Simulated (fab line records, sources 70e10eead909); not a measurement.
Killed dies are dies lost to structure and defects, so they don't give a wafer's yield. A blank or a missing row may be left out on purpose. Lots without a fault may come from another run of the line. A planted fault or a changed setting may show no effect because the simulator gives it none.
Which tool did it? | flow nand_harc | 24 lots, 72 wafers sampled, at 6 steps of a route of 1302

WHAT THE GAUGES READ, wafer by wafer
The record holds no reading of a measuring or inspecting step that can be judged against a usual standard deviation.

WHICH TOOL RAN EACH LOT (tool, then ch and the chambers of the sampled wafers, then the start)
lot  | NHARC_A_BLC_STRIP_21               | NHARC_A_BLC_ALD_23                  | NHARC_A_M0_ETCH_15                            | NHARC_A_M1_STRIP_18                | NHARC_A_M1_DEGAS_29          | NHARC_A_M1_PVD_20
L074 | rie_diel-12 ch 1,3, day 21 17:44   | ald_metal-02 ch 1,3, day 21 18:25   | rie_diel-03 ch 1,2,3, day 22 00:49 or earlier | rie_diel-11 ch 0,1,2, day 22 00:49 | pvd_sputter-02, day 22 01:30 | pvd_sputter-02, no start
L075 | rie_diel-09 ch 0,1,2, day 22 00:30 | ald_metal-03 ch 0,1, day 22 01:08   | rie_diel-04 ch 0,1, day 22 07:51 or earlier   | rie_diel-11 ch 0,2,3, day 22 07:51 | pvd_sputter-03, day 22 08:27 | pvd_sputter-03, no start
L076 | rie_diel-08 ch 2,3, day 22 15:58   | ald_metal-03 ch 2,3, day 22 16:38   | rie_diel-04 ch 0,1,2, day 22 23:20 or earlier | rie_diel-10 ch 1,2, day 22 23:20   | pvd_sputter-02, day 22 23:58 | pvd_sputter-02, no start
L078 | rie_diel-12 ch 1,2, day 22 17:12   | ald_metal-01 ch 1,3, day 22 17:53   | rie_diel-04 ch 0,1,3, day 23 00:31 or earlier | rie_diel-10 ch 2,3, day 23 00:31   | pvd_sputter-03, day 23 01:10 | pvd_sputter-03, no start
L077 | rie_diel-08 ch 0,2,3, day 23 21:04 | ald_metal-02 ch 0,2,3, day 23 21:57 | rie_diel-03 ch 1,2, day 24 05:27 or earlier   | rie_diel-06 ch 0,2,3, day 24 05:27 | pvd_sputter-01, day 24 06:04 | pvd_sputter-01, no start
L080 | rie_diel-12 ch 1,3, day 24 01:55   | ald_metal-03 ch 0,3, day 24 02:34   | rie_diel-04 ch 0,1, day 24 09:05 or earlier   | rie_diel-11 ch 0,2, day 24 09:05   | pvd_sputter-02, day 24 09:45 | pvd_sputter-02, no start
L079 | rie_diel-12 ch 1,3, day 24 02:16   | ald_metal-01 ch 0,2, day 24 02:55   | rie_diel-04 ch 0,2,3, day 24 09:38 or earlier | rie_diel-10 ch 1,3, day 24 09:38   | pvd_sputter-03, day 24 10:15 | pvd_sputter-03, no start
L081 | rie_diel-09 ch 1,2,3, day 25 03:24 | ald_metal-03 ch 0,1,2, day 25 04:06 | rie_diel-05 ch 0,1,3, day 25 10:47 or earlier | rie_diel-06 ch 1,2,3, day 25 10:47 | pvd_sputter-03, day 25 11:26 | pvd_sputter-03, no start
L082 | rie_diel-09 ch 0,1,2, day 25 09:15 | ald_metal-03 ch 1,2,3, day 25 09:55 | rie_diel-05 ch 0,1,2, day 25 16:35 or earlier | rie_diel-10 ch 0,1,2, day 25 16:35 | pvd_sputter-01, day 25 17:14 | pvd_sputter-01, no start
L083 | rie_diel-12 ch 0,1, day 25 19:32   | ald_metal-02 ch 1,2,3, day 25 20:14 | rie_diel-05 ch 1,2,3, day 26 02:46 or earlier | rie_diel-11 ch 1,2,3, day 26 02:46 | pvd_sputter-02, day 26 03:22 | pvd_sputter-02, no start
L084 | rie_diel-08 ch 0,2,3, day 26 00:04 | ald_metal-02 ch 1,2,3, day 26 00:44 | rie_diel-05 ch 1,2,3, day 26 07:46 or earlier | rie_diel-11 ch 0,1,2, day 26 07:46 | pvd_sputter-01, day 26 08:22 | pvd_sputter-01, no start
L085 | rie_diel-09 ch 0,1, day 26 03:47   | ald_metal-01 ch 1,2, day 26 04:28   | rie_diel-04 ch 0,1,2, day 26 11:12 or earlier | rie_diel-06 ch 0,1,3, day 26 11:12 | pvd_sputter-02, day 26 11:48 | pvd_sputter-02, no start
L086 | rie_diel-09 ch 2,3, day 26 20:20   | ald_metal-02 ch 2,3, day 26 21:02   | rie_diel-04 ch 1,3, day 27 03:30 or earlier   | rie_diel-06 ch 0,1,3, day 27 03:30 | pvd_sputter-03, day 27 04:08 | pvd_sputter-03, no start
L087 | rie_diel-12 ch 0,2,3, day 26 22:25 | ald_metal-01 ch 0,1,3, day 26 23:05 | rie_diel-05 ch 1,2,3, day 27 05:36 or earlier | rie_diel-11 ch 1,2,3, day 27 05:36 | pvd_sputter-02, day 27 06:16 | pvd_sputter-02, no start
L088 | rie_diel-12 ch 0,2,3, day 27 04:02 | ald_metal-02 ch 0,3, day 27 04:41   | rie_diel-05 ch 2,3, day 27 11:15 or earlier   | rie_diel-11 ch 0,3, day 27 11:15   | pvd_sputter-03, day 27 11:54 | pvd_sputter-03, no start
L089 | rie_diel-12 ch 1,3, day 27 06:11   | ald_metal-03 ch 0,1, day 27 06:52   | rie_diel-03 ch 1,3, day 27 13:39 or earlier   | rie_diel-11 ch 0,2,3, day 27 13:39 | pvd_sputter-02, day 27 14:18 | pvd_sputter-02, no start
L090 | rie_diel-09 ch 0,1, day 27 13:15   | ald_metal-03 ch 2,3, day 27 13:55   | rie_diel-03 ch 0,2, day 27 20:20 or earlier   | rie_diel-11 ch 0,2,3, day 27 20:20 | pvd_sputter-01, day 27 20:58 | pvd_sputter-01, no start
L092 | rie_diel-09 ch 1,2, day 28 20:59   | ald_metal-01 ch 0,2,3, day 28 21:41 | rie_diel-05 ch 0,1,2, day 29 04:16 or earlier | rie_diel-10 ch 1,2,3, day 29 04:16 | pvd_sputter-03, day 29 04:50 | pvd_sputter-03, no start
L091 | rie_diel-09 ch 0,3, day 28 23:17   | ald_metal-02 ch 1,2,3, day 28 23:59 | rie_diel-04 ch 0,2,3, day 29 06:41 or earlier | rie_diel-10 ch 2,3, day 29 06:41   | pvd_sputter-01, day 29 07:20 | pvd_sputter-01, no start
L094 | rie_diel-12 ch 0,2,3, day 30 01:58 | ald_metal-02 ch 1,2, day 30 02:38   | rie_diel-05 ch 0,2,3, day 30 09:13 or earlier | rie_diel-10 ch 0,2,3, day 30 09:13 | pvd_sputter-02, day 30 09:47 | pvd_sputter-02, no start
L093 | rie_diel-12 ch 0,1,3, day 30 03:22 | ald_metal-03 ch 1,2,3, day 30 04:02 | rie_diel-03 ch 0,1,3, day 30 10:33 or earlier | rie_diel-11 ch 0,1,3, day 30 10:33 | pvd_sputter-02, day 30 11:12 | pvd_sputter-02, no start
L096 | rie_diel-09 ch 0,1,2, day 30 15:10 | ald_metal-01 ch 0,1,2, day 30 15:49 | rie_diel-05 ch 1,2,3, day 30 23:09 or earlier | rie_diel-10 ch 1,2,3, day 30 23:09 | pvd_sputter-03, day 30 23:47 | pvd_sputter-03, no start
L095 | rie_diel-09 ch 0,1,3, day 30 19:59 | ald_metal-03 ch 0,1,3, day 30 20:39 | rie_diel-04 ch 0,2, day 31 03:25 or earlier   | rie_diel-11 ch 0,2,3, day 31 03:25 | pvd_sputter-01, day 31 04:02 | pvd_sputter-01, no start
L097 | rie_diel-12 ch 0,1,3, day 31 01:55 | ald_metal-01 ch 1,2,3, day 31 02:35 | rie_diel-05 ch 0,1,2, day 31 09:23 or earlier | rie_diel-06 ch 1,2,3, day 31 09:23 | pvd_sputter-03, day 31 10:00 | pvd_sputter-03, no start
- NHARC_A_BLC_STRIP_21: strips in O2.
- NHARC_A_BLC_ALD_23: deposits TiN, target thk 3 nm, pulse time 1 s, ald cycles 150.
- NHARC_A_M0_ETCH_15: etches the open film in C4F8/Ar, target depth 150 nm, overetch 15 nm, time 82.5 s.
- NHARC_A_M1_STRIP_18: strips in N2/H2.
- NHARC_A_M1_DEGAS_29: time 60 s.
- NHARC_A_M1_PVD_20: deposits TaN, target thk 5 nm, time 8.06 s.

WHAT THE TOOLS THEMSELVES READ (means of the sampled wafers that have a number; where no wafer has one, the mark that the record gives instead)
NHARC_A_BLC_STRIP_21.
lot  | tool        | drypump_motor_current_A (A) | oes_product_au (a.u.) | rf_vpp_V (V) | showerhead_plenum_p_Torr (Torr) | throttle_valve_pct (%)
L074 | rie_diel-12 | 5.8                         | 0.995                 | 58.2         | 3.68                            | 17.044
L075 | rie_diel-09 | 6.0                         | 0.990                 | 58.2         | 3.66                            | 17.044
L076 | rie_diel-08 | 5.9                         | 1.006                 | 57.4         | 3.36                            | 17.046
L078 | rie_diel-12 | 5.7                         | 1.004                 | 57.6         | 3.71                            | 17.036
L077 | rie_diel-08 | 5.6                         | 1.003                 | 57.4         | 3.42                            | 17.034
L080 | rie_diel-12 | 5.8                         | 0.987                 | 57.8         | 3.68                            | 17.044
L079 | rie_diel-12 | 5.6                         | 0.996                 | 58.3         | 3.69                            | 17.042
L081 | rie_diel-09 | 6.3                         | 0.986                 | 58.1         | 3.63                            | 17.038
L082 | rie_diel-09 | 6.0                         | 0.982                 | 58.6         | 3.66                            | 17.039
L083 | rie_diel-12 | 5.6                         | 0.990                 | 58.0         | 3.54                            | 17.028
L084 | rie_diel-08 | 5.6                         | 0.994                 | 57.3         | 3.42                            | 17.042
L085 | rie_diel-09 | 6.1                         | 0.984                 | 58.1         | 3.64                            | 17.040
L086 | rie_diel-09 | 6.1                         | 0.987                 | 58.6         | 3.65                            | 17.031
L087 | rie_diel-12 | 5.8                         | 0.995                 | 57.5         | 3.62                            | 17.039
L088 | rie_diel-12 | 5.7                         | 0.985                 | 57.6         | 3.62                            | 17.030
L089 | rie_diel-12 | 5.6                         | 0.991                 | 58.1         | 3.69                            | 17.027
L090 | rie_diel-09 | 6.1                         | 0.984                 | 57.7         | 3.61                            | 17.035
L092 | rie_diel-09 | 6.1                         | 0.992                 | 59.0         | 3.69                            | 17.043
L091 | rie_diel-09 | 6.3                         | 1.009                 | 58.6         | 3.55                            | 17.033
L094 | rie_diel-12 | 5.8                         | 1.004                 | 58.2         | 3.62                            | 17.035
L093 | rie_diel-12 | 5.7                         | 0.996                 | 58.2         | 3.61                            | 17.032
L096 | rie_diel-09 | 6.0                         | 0.987                 | 57.7         | 3.65                            | 17.053
L095 | rie_diel-09 | 6.3                         | 1.000                 | 58.7         | 3.58                            | 17.039
L097 | rie_diel-12 | 5.7                         | 1.007                 | 57.5         | 3.61                            | 17.034

NHARC_A_BLC_ALD_23.
lot  | tool         | heater_power_w (W) | precursor_pulse_height_rel
L074 | ald_metal-02 | 1051               | 0.995
L075 | ald_metal-03 | 1105               | 0.984
L076 | ald_metal-03 | 1033               | 0.990
L078 | ald_metal-01 | 1037               | 0.998
L077 | ald_metal-02 | 1129               | 0.991
L080 | ald_metal-03 | 1027               | 0.993
L079 | ald_metal-01 | 1115               | 1.016
L081 | ald_metal-03 | 1145               | 0.986
L082 | ald_metal-03 | 1113               | 0.980
L083 | ald_metal-02 | 1122               | 1.016
L084 | ald_metal-02 | 1131               | 1.009
L085 | ald_metal-01 | 1149               | 0.984
L086 | ald_metal-02 | 1203               | 1.007
L087 | ald_metal-01 | 1134               | 0.977
L088 | ald_metal-02 | 1091               | 0.996
L089 | ald_metal-03 | 1132               | 1.004
L090 | ald_metal-03 | 1057               | 0.984
L092 | ald_metal-01 | 1100               | 0.994
L091 | ald_metal-02 | 1137               | 1.022
L094 | ald_metal-02 | 1248               | 1.006
L093 | ald_metal-03 | 1136               | 1.021
L096 | ald_metal-01 | 1146               | 0.993
L095 | ald_metal-03 | 1084               | 1.001
L097 | ald_metal-01 | 1062               | 1.009

NHARC_A_M0_ETCH_15.
lot  | tool        | oes_product_au (a.u.) | rf_vpp_V (V)
L074 | rie_diel-03 | 0.964                 | 441.6
L075 | rie_diel-04 | 0.959                 | 440.0
L076 | rie_diel-04 | 0.971                 | 438.9
L078 | rie_diel-04 | 0.969                 | 439.1
L077 | rie_diel-03 | 0.921                 | 442.8
L080 | rie_diel-04 | 0.974                 | 440.7
L079 | rie_diel-04 | 0.970                 | 439.1
L081 | rie_diel-05 | 0.976                 | 441.2
L082 | rie_diel-05 | 0.969                 | 441.1
L083 | rie_diel-05 | 0.953                 | 442.7
L084 | rie_diel-05 | 0.969                 | 442.6
L085 | rie_diel-04 | 0.924                 | 439.1
L086 | rie_diel-04 | 0.962                 | 439.1
L087 | rie_diel-05 | 0.972                 | 442.3
L088 | rie_diel-05 | 0.981                 | 442.4
L089 | rie_diel-03 | 0.972                 | 441.3
L090 | rie_diel-03 | 0.954                 | 443.3
L092 | rie_diel-05 | 0.947                 | 440.5
L091 | rie_diel-04 | 0.975                 | 438.8
L094 | rie_diel-05 | 0.964                 | 441.4
L093 | rie_diel-03 | 0.925                 | 441.7
L096 | rie_diel-05 | 0.926                 | 442.5
L095 | rie_diel-04 | 0.929                 | 439.8
L097 | rie_diel-05 | 0.967                 | 441.4

NHARC_A_M1_STRIP_18.
lot  | tool        | drypump_motor_current_A (A) | oes_product_au (a.u.) | rf_vpp_V (V) | showerhead_plenum_p_Torr (Torr) | throttle_valve_pct (%)
L074 | rie_diel-11 | 5.3                         | 1.003                 | 90.1         | 2.06                            | 14.172
L075 | rie_diel-11 | 4.9                         | 0.995                 | 90.8         | 1.99                            | 14.176
L076 | rie_diel-10 | 6.0                         | 1.008                 | 89.9         | 2.06                            | 14.171
L078 | rie_diel-10 | 5.9                         | 0.996                 | 90.1         | 2.01                            | 14.176
L077 | rie_diel-06 | 5.5                         | 1.008                 | 89.6         | 2.01                            | 14.163
L080 | rie_diel-11 | 4.9                         | 0.998                 | 90.3         | 1.99                            | 14.171
L079 | rie_diel-10 | 6.3                         | 0.992                 | 91.3         | 2.10                            | 14.179
L081 | rie_diel-06 | 5.6                         | 0.997                 | 89.6         | 2.04                            | 14.175
L082 | rie_diel-10 | 6.1                         | 1.003                 | 90.3         | 2.02                            | 14.172
L083 | rie_diel-11 | 5.1                         | 0.999                 | 90.0         | 1.97                            | 14.170
L084 | rie_diel-11 | 5.3                         | 1.004                 | 91.0         | 2.06                            | 14.167
L085 | rie_diel-06 | 5.5                         | 0.992                 | 90.1         | 1.98                            | 14.173
L086 | rie_diel-06 | 5.5                         | 0.998                 | 89.0         | 1.98                            | 14.176
L087 | rie_diel-11 | 5.1                         | 0.995                 | 90.0         | 1.97                            | 14.171
L088 | rie_diel-11 | 5.2                         | 1.001                 | 90.8         | 2.08                            | 14.171
L089 | rie_diel-11 | 4.9                         | 0.994                 | 91.0         | 1.99                            | 14.173
L090 | rie_diel-11 | 4.9                         | 0.992                 | 90.9         | 1.99                            | 14.175
L092 | rie_diel-10 | 6.0                         | 0.994                 | 90.8         | 2.03                            | 14.168
L091 | rie_diel-10 | 5.9                         | 0.989                 | 91.2         | 2.01                            | 14.164
L094 | rie_diel-10 | 6.0                         | 0.995                 | 91.1         | 1.99                            | 14.170
L093 | rie_diel-11 | 5.3                         | 0.990                 | 90.9         | 2.05                            | 14.171
L096 | rie_diel-10 | 6.0                         | 0.994                 | 90.9         | 2.03                            | 14.176
L095 | rie_diel-11 | 4.9                         | 0.999                 | 90.6         | 1.99                            | 14.162
L097 | rie_diel-06 | 5.6                         | 1.005                 | 91.2         | 2.03                            | 14.176

NHARC_A_M1_DEGAS_29.
lot  | tool           | heater_power_w (W)
L074 | pvd_sputter-02 | 330
L075 | pvd_sputter-03 | 325
L076 | pvd_sputter-02 | 323
L078 | pvd_sputter-03 | 298
L077 | pvd_sputter-01 | 290
L080 | pvd_sputter-02 | 351
L079 | pvd_sputter-03 | 312
L081 | pvd_sputter-03 | 301
L082 | pvd_sputter-01 | 309
L083 | pvd_sputter-02 | 322
L084 | pvd_sputter-01 | 295
L085 | pvd_sputter-02 | 378
L086 | pvd_sputter-03 | 317
L087 | pvd_sputter-02 | 358
L088 | pvd_sputter-03 | 315
L089 | pvd_sputter-02 | 339
L090 | pvd_sputter-01 | 296
L092 | pvd_sputter-03 | 300
L091 | pvd_sputter-01 | 297
L094 | pvd_sputter-02 | 380
L093 | pvd_sputter-02 | 359
L096 | pvd_sputter-03 | 318
L095 | pvd_sputter-01 | 278
L097 | pvd_sputter-03 | 303

NHARC_A_M1_PVD_20.
lot  | tool           | cathode_dc_power_W (W) | throttle_valve_pct (%)
L074 | pvd_sputter-02 | 14998                  | 29.9
L075 | pvd_sputter-03 | 14997                  | 29.9
L076 | pvd_sputter-02 | 15002                  | 29.5
L078 | pvd_sputter-03 | 15002                  | 29.7
L077 | pvd_sputter-01 | 14999                  | 31.4
L080 | pvd_sputter-02 | 15000                  | 29.8
L079 | pvd_sputter-03 | 15001                  | 29.7
L081 | pvd_sputter-03 | 15000                  | 30.2
L082 | pvd_sputter-01 | 14999                  | 30.9
L083 | pvd_sputter-02 | 15001                  | 29.6
L084 | pvd_sputter-01 | 15001                  | 30.9
L085 | pvd_sputter-02 | 14997                  | 29.6
L086 | pvd_sputter-03 | 15001                  | 31.2
L087 | pvd_sputter-02 | 14998                  | 29.9
L088 | pvd_sputter-03 | 15000                  | 31.4
L089 | pvd_sputter-02 | 14997                  | 30.3
L090 | pvd_sputter-01 | 15001                  | 30.1
L092 | pvd_sputter-03 | 14998                  | 30.6
L091 | pvd_sputter-01 | 15002                  | 31.3
L094 | pvd_sputter-02 | 14998                  | 30.2
L093 | pvd_sputter-02 | 15001                  | 30.1
L096 | pvd_sputter-03 | 14998                  | 30.4
L095 | pvd_sputter-01 | 15000                  | 30.4
L097 | pvd_sputter-03 | 14998                  | 30.9

THE ANSWER, worked out from the rows above alone
Rule: what is usual is taken from the lots themselves. Put in order of their means at a reading, lots are off if they are a third of the lots or fewer, leave a main group of 4 or more, and stand apart from it by a gap of 3 or more times the standard deviation of the main group's means; of several such gaps the widest counts. A main group whose means are all the same, to the digits that the tables above print for the reading, isn't used. A lot without any number at a reading at which 4 lots or more have one is off too. The other lots that the step has rows for count as sound. The gauges are gone through in route order, then the tools' own readings, and for those a lot's mean is taken as printed above. The first step at which some lot is off is used, and at that step the reading that is off furthest; a lot without a number counts as furthest.
No lot is off at any reading shown: from this, nothing can be told.

WHAT THE SIMULATOR HAD PUT IN
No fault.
